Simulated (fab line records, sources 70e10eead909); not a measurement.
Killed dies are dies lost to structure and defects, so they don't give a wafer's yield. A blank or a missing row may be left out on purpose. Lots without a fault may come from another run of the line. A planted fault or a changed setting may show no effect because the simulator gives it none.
One fault seen from 2 desks | flow nand_harc | each desk has only its own numbers; what lay behind them comes last

THE METROLOGY DESK
What the gauges read, lot by lot, whatever tool the lot ran on: means of the sampled wafers that have a number. A lot is out of limits, marked OUT, if its mean lies more than 4 standard deviations from the usual mean; the brackets give that distance.
Columns: A = cd_nm at NHARC_THIN_TSV_CD_MEAS_37, usual 4999.8 nm
lot  | first seen here | A
L209 | day 19 09:49    | 4996.5
L210 | day 19 11:20    | 4999.9
L211 | day 19 12:38    | 4998.5
L212 | day 19 14:48    | 5002.8
L213 | day 19 16:10    | 5000.3
L214 | day 20 00:24    | 5001.2
L218 | day 21 22:53    | 5003.1
L224 | day 23 04:56    | 4996.4
L226 | day 23 19:29    | 5001.4
L230 | day 24 07:49    | 5000.4
L231 | day 24 10:07    | 5002.4
L229 | day 24 13:56    | 5000.4
This desk's finding: nothing out of limits on any of the 12 lots.

THE DEFECT DESK
What the inspections along the route counted, lot by lot: means of the sampled wafers that have a number. A lot is out of limits, marked OUT, if its mean lies more than 4 standard deviations from the usual mean; the brackets give that distance.
Columns: A = raw_defect_count at NHARC_THIN_TSV_INSPECT_40, usual 468
lot  | first seen here | A
L209 | day 19 15:20    | 497
L210 | day 19 15:20    | 387
L211 | day 19 15:20    | 424
L212 | day 19 19:14    | 423
L213 | day 19 19:14    | 490
L214 | day 20 05:18    | 426
L218 | day 22 03:20    | 521
L224 | day 23 09:35    | 503
L226 | day 23 23:53    | 587
L230 | day 24 12:02    | 486
L231 | day 24 12:02    | 571
L229 | day 24 18:20    | 401
This desk's finding: nothing out of limits on any of the 12 lots.

PUT TOGETHER
The metrology desk saw nothing out of limits.
The defect desk saw nothing out of limits.

WHAT THE SIMULATOR HAD PUT IN
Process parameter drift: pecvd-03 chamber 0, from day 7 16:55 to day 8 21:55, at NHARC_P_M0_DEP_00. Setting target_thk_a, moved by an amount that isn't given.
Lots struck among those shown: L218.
